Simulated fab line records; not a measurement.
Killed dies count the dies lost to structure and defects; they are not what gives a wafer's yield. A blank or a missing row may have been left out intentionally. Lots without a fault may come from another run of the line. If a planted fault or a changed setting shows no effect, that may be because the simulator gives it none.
Matching of chambers || flow nandHarc || 4 sister chambers for NHARC_A_BONDPAD_DESCUM_11 on rieDiel-13
The step chemistry O2, time 3 s. 4 wafers are shown with their chamber, then 10 later ones without.

== EACH WAFER AND ITS CHAMBER ==
{"wafer": "L085.3", "chamber": 0, "showerheadPlenumPTorr (Torr)": 1.88}
{"wafer": "L085.4", "chamber": 3, "showerheadPlenumPTorr (Torr)": 1.91}
{"wafer": "L088.2", "chamber": 2, "showerheadPlenumPTorr (Torr)": 1.97}
{"wafer": "L088.3", "chamber": 1, "showerheadPlenumPTorr (Torr)": 1.85}

== WAFERS WITH NO CHAMBER GIVEN ==
{"wafer": "L088.6", "showerheadPlenumPTorr (Torr)": 1.91}
{"wafer": "L087.1", "showerheadPlenumPTorr (Torr)": 1.85}
{"wafer": "L087.2", "showerheadPlenumPTorr (Torr)": 1.97}
{"wafer": "L087.4", "showerheadPlenumPTorr (Torr)": 1.91}
{"wafer": "L090.1", "showerheadPlenumPTorr (Torr)": 1.88}
{"wafer": "L090.3", "showerheadPlenumPTorr (Torr)": 1.85}
{"wafer": "L090.5", "showerheadPlenumPTorr (Torr)": 1.85}
{"wafer": "L097.1", "showerheadPlenumPTorr (Torr)": 1.87}
{"wafer": "L097.4", "showerheadPlenumPTorr (Torr)": 1.90}
{"wafer": "L097.5", "showerheadPlenumPTorr (Torr)": 1.90}

== CHAMBER TAKEN BY EACH ==
{"wafer": "L088.6", "from the rows above": 3, "in truth": 3}
{"wafer": "L087.1", "from the rows above": 1, "in truth": 1}
{"wafer": "L087.2", "from the rows above": 2, "in truth": 2}
{"wafer": "L087.4", "from the rows above": 3, "in truth": 3}
{"wafer": "L090.1", "from the rows above": 0, "in truth": 0}
{"wafer": "L090.3", "from the rows above": 1, "in truth": 1}
{"wafer": "L090.5", "from the rows above": 1, "in truth": 1}
{"wafer": "L097.1", "from the rows above": "can't be placed: 0 or 1", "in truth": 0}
{"wafer": "L097.4", "from the rows above": "can't be placed: 3 or 0", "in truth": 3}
{"wafer": "L097.5", "from the rows above": "can't be placed: 3 or 0", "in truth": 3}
Correctly placed: 7 of 10. Cannot be placed on the basis of these rows: 3; the candidates contain the true chamber in 3. Number placed wrongly: 0.
How it was worked out, from the rows above alone: a wafer's distance from a chamber is the root of the sum, over the readings, of the square of ((its reading less the chamber's mean) divided by the reading's scatter). If the next closest chamber is less than 2 further off than the closest, the wafer can't be placed; otherwise it belongs to the closest. A chamber's mean is the mean of its shown wafers. The scatter (one wafer shown for each chamber): square how far every hidden wafer sits from the nearest shown wafer, average those squares and take the square root.
